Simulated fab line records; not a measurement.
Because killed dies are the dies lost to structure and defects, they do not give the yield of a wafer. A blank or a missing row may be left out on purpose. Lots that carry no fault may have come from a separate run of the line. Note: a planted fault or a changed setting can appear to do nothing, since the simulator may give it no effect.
Comparing a struck lot with a sound one	flow n5_finfet	18 steps out of a route of 1938
Sound: these wafers, L541.2, L541.5, L541.6. Struck: wafer L551.2. (L551.5, L551.6 of the same lot were not struck and are left out.) The cause comes at the end.
Each step with rows lists, per side, the tool, then ch with its chambers, then its first start. Under that, the readings that differ: sound wafers	struck wafers	difference of the means	sigmas: that difference in standard deviations of wafers without a fault.
alike: readings with means less than 2 such deviations apart, plus words and numbers identical on both sides. not compared: withheld readings, readings lacking a value on some wafer, bounds such as >300 that could conceal the same value, and numbers that have no deviation in the record and whose values overlap.
A row with sigmas, a row that says differs or no value, or rows on one side alone: a step with any of these is where the two part. Numbers that don't overlap but have no deviation are shown without sigmas and don't part them. A reading that every wafer of one side lacks parts them only if that side has two wafers or more.

N5_BEOL_M12_ETCH_68: etches SOC in N2/H2, time 285 s.
  sound on rie_diel-03 ch 0,1, day 14 16:14; struck on rie_diel-03 ch 2, day 17 23:43
reading	sound	struck	difference	sigmas
throttle_valve_pct (%)	17.53 17.51 17.54	18.14	+0.61	+2
  alike: drypump_motor_current_A, oes_product_au, rf_vpp_V, showerhead_plenum_p_Torr
  not compared: rf_hours_counter_h
then, 3 steps without rows for these wafers: N5_BEOL_M12_STRIP_69 (strips in N2/H2); N5_BEOL_M12_TRENCH_ETCH_34 (etches SiOC in C4F8/O2/Ar, target depth 318.95 nm, time 125.5 s); N5_BEOL_M12_STRIP_70 (strips in C4F8/O2/Ar).
N5_BEOL_M12_OCD_MEAS_35:
  sound on ocd-01 at day 14 16:35; struck on ocd-01 at day 18 00:03
  alike: trench_depth_nm
N5_BEOL_M12_STRIP_37: strips in N2/H2.
  sound on plasma_asher-02 ch 0,1, day 14 16:37; struck on plasma_asher-02 ch 1, day 18 00:05
  alike: drypump_motor_current_A, heater_power_w, oes_product_au
  not compared: rf_hours_counter_h
then, 3 steps without rows for these wafers: N5_BEOL_M12_ETCH_38 (etches SiCN in CF4/N2, target depth 68.7 nm, time 73.4 s); N5_BEOL_M12_PRECLEAN_39 (cleans in residue remover, time 60 s); N5_BEOL_M12_SRD_40 (time 30 s, dry time 30 s).
N5_BEOL_M12_DEGAS_41: time 60 s.
  sound on pvd_sputter-02 at day 14 17:01; struck on pvd_sputter-02 at day 18 00:23
  alike: heater_power_w, susceptor_temp_C
then, 1 step without rows for these wafers: N5_BEOL_M12_PRE_CLEAN_42 (time 30 s).
N5_BEOL_M12_SPUTTER_43: material TaN, target thk 15 nm, time 24.19 s.
  sound on pvd_sputter-02 at day 14 17:06; struck on pvd_sputter-02 at day 18 00:28
  alike: susceptor_temp_C, throttle_valve_pct
N5_BEOL_M12_SPUTTER_44: material Ta, target thk 10 nm, time 16.13 s.
  sound on pvd_sputter-02 at day 14 17:11; struck on pvd_sputter-02 at day 18 00:32
reading	sound	struck	difference	sigmas
model.Ta_of_BEOL_M12_SPUTTER_44.thk_nm (nm)	9.8 10 9.8	6	-4	
  alike: throttle_valve_pct
  not compared: susceptor_temp_C
N5_BEOL_M12_SPUTTER_45: material Cu, target thk 80 nm, time 13.33 s.
  sound on pvd_sputter-02 at day 14 17:16; struck on pvd_sputter-02 at day 18 00:37
reading	sound	struck	difference	sigmas
susceptor_temp_C (C)	-20.01 -20.02 -20.13	-19.83	+0.22	+2
  alike: throttle_valve_pct
then, 2 steps without rows for these wafers: N5_BEOL_M12_ECD_47 (material Cu, target thk 720 nm); N5_BEOL_M12_ANNEAL_48 (time 90 s).
N5_BEOL_M12_CMP_49: polishes, stops on SiOC, t overpolish 20.6 s, target thk 320 nm.
  sound on cmp-03 ch 0,2,3, day 14 17:56; struck on cmp-02 ch 3, day 18 01:17
reading	sound	struck	difference	sigmas
barrier_field_endpoint_s (s)	30.1 30.0 30.3	26.0	-4.1	-7
  alike: motor_current_A, platen_rpm
N5_BEOL_M12_THK_MEAS_50: measures by xrf.
  sound on film_metro-01 at day 14 18:07; struck on film_metro-01 at day 18 01:35
  alike: M12_THK

== WHERE THEY PART ==
First at N5_BEOL_M12_ETCH_68; last, within this record, at N5_BEOL_M12_CMP_49. Later steps at which nothing parts them and some readings are alike: N5_BEOL_M12_THK_MEAS_50.

WHY: the cause the simulator had injected
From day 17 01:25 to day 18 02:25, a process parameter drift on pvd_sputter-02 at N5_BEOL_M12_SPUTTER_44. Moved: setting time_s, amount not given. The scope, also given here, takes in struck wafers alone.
